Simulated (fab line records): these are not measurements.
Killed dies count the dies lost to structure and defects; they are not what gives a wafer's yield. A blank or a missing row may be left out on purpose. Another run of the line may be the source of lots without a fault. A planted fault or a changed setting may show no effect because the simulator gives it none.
Comparing a struck lot with a sound one | flow nand harc | 15 out of 1159 route steps
Sound: wafers L622.3, L622.5, L622.6. The struck wafers were L617.1, L617.2, L617.4. At the end, the cause is stated.
For every step that has rows: the tool of each side, followed by ch and its chambers, followed by its first start. Under that, the readings that differ: sound wafers | struck wafers | difference of the means | sigmas: that difference in standard deviations of wafers without a fault.
alike: readings with means less than 2 such deviations apart, plus words and numbers identical on both sides. not compared: withheld readings, readings lacking a value on some wafer, bounds such as >300 that could conceal the same value, and numbers that have no deviation in the record and whose values overlap.
The two part at a step that has a row with sigmas, a row that says differs or no value, or rows on one side only. Numbers that don't overlap but have no deviation are shown without sigmas and don't part them. A reading missing from all wafers of one side parts the sides only when that side holds two or more wafers.

first, 2 steps without rows for these wafers: NHARC_A_CONTACT_PEB_40 (peb time 65 s); NHARC_A_CONTACT_DEVELOP_41 (develop time 35 s).
NHARC_A_CONTACT_CD_MEAS_42 targets a cd of 200 nm.
  sound on cd sem-03 ch 0, day 20 19:31; struck on cd sem-02 ch 0, day 19 09:58
  alike: cd nm
NHARC_A_CONTACT_OVL_MEAS_43:
  sound: overlay-01 at day 20 19:37; struck: overlay-02 at day 19 10:04
  reading           | sound       | struck         | difference | sigmas
  overlay x nm (nm) | 0.3 0.4 0.7 | -2.8 -2.1 -2.0 | -2.8       | -3
  alike: overlay y nm
NHARC_A_CONTACT_INSPECT_44:
  sound: defect inspect-01 at day 20 19:38; struck: defect inspect-01 at day 19 10:05
  alike: raw defect count
NHARC_A_CONTACT_DESCUM_47: chemistry O2, time 3 s.
  sound on rie diel-10 ch 0,3, day 20 19:42; struck on rie diel-12 ch 0,1,2, day 19 10:09
  alike: drypump motor current A, oes product au, rf vpp V, showerhead plenum p Torr, throttle valve pct
  not compared: rf hours counter h
then, 1 step without rows for these wafers: NHARC_A_CONTACT_ETCH_48 (etches the open film in CF4, target depth 39 nm, time 65 s).
NHARC_A_CONTACT_ETCH_49: etches the open film in N2/H2, target depth 260 nm, time 475.3 s.
  sound on rie diel-10 ch 1,2,3; struck on rie diel-12 ch 1,2,3
  alike: bias w, chamber pressure mTorr, drypump motor current A, n2 flow sccm, oes product au, rf vpp V, showerhead plenum p Torr, throttle valve pct
  not compared: rf hours counter h
NHARC_A_CONTACT_ETCH_50: etches the open film in CF4/CHF3, target depth 84.7 nm, time 42.4 s.
  sound on rie diel-10 ch 0,3; struck on rie diel-12 ch 0,1,2
  reading               | sound             | struck            | difference | sigmas
  oes product au (a.u.) | 0.927 0.931 0.919 | 0.989 0.970 0.957 | +0.046     | +2
  alike: bias w, cf4 flow sccm, drypump motor current A, rf vpp V, showerhead plenum p Torr, throttle valve pct
  not compared: rf hours counter h
NHARC_A_CONTACT_ETCH_51: etches the open film in O2/COS, target depth 3600 nm, time 936 s.
  sound on rie diel-10 ch 0,1; struck on rie diel-12 ch 1,2,3
  alike: bias w, chamber pressure mTorr, drypump motor current A, oes product au, rf vpp V, showerhead plenum p Torr, throttle valve pct
  not compared: rf hours counter h
then, 2 steps without rows for these wafers: NHARC_A_CONTACT_ETCH_111 (etches the open film in C4F8/O2/Ar, time 140 s, target depth 700 nm); NHARC_A_CONTACT_ETCH_112 (etches the open film in C4F8/O2/Ar, time 94 s, target depth 922 nm).
NHARC_A_CONTACT_ETCH_113: etches the open film in C4F8/O2/Ar, time 94 s, target depth 922 nm.
  sound on har cap etch-01 ch 0,1, day 20 21:23; struck on har cap etch-03 ch 0,1, day 19 11:42
  no value came back on the struck wafers for chamber pressure mTorr (mTorr), oes air line au (a.u.); on the sound wafers chamber pressure mTorr (mTorr) reads 20.012 20.000 19.975
  not compared: rf hours counter h
NHARC_A_CONTACT_ETCH_114: etches the open film in C4F8/O2/Ar, time 94 s, target depth 922 nm.
  sound on har cap etch-01 ch 0,1, day 20 21:28; struck on har cap etch-03 ch 0,1, day 19 11:47
  alike: chamber pressure mTorr, oes air line au
  not compared: rf hours counter h
-- jump in the record: it breaks off in module A_CONTACT and resumes in module END (first step shown: number 1159 of the route), and 3 days separate the struck wafers' starts before and after --
NHARC_END_SORT_01:
  sound on prober-02 ch 0, day 23 23:36; struck on prober-02 ch 0, day 22 05:35
  reading         | sound    | struck      | difference | sigmas
  killed at array | 21 44 24 | 672 673 675 | +644       | +80
  killed dies     | 29 48 35 | 677 677 677 | +640       | +73
  alike: killed at other, killed at periphery, killed open, killed short

WHERE THEY PART
Last at NHARC_END_SORT_01 as far as this record goes, first at NHARC_A_CONTACT_OVL_MEAS_43.

WHY: the cause the simulator had injected
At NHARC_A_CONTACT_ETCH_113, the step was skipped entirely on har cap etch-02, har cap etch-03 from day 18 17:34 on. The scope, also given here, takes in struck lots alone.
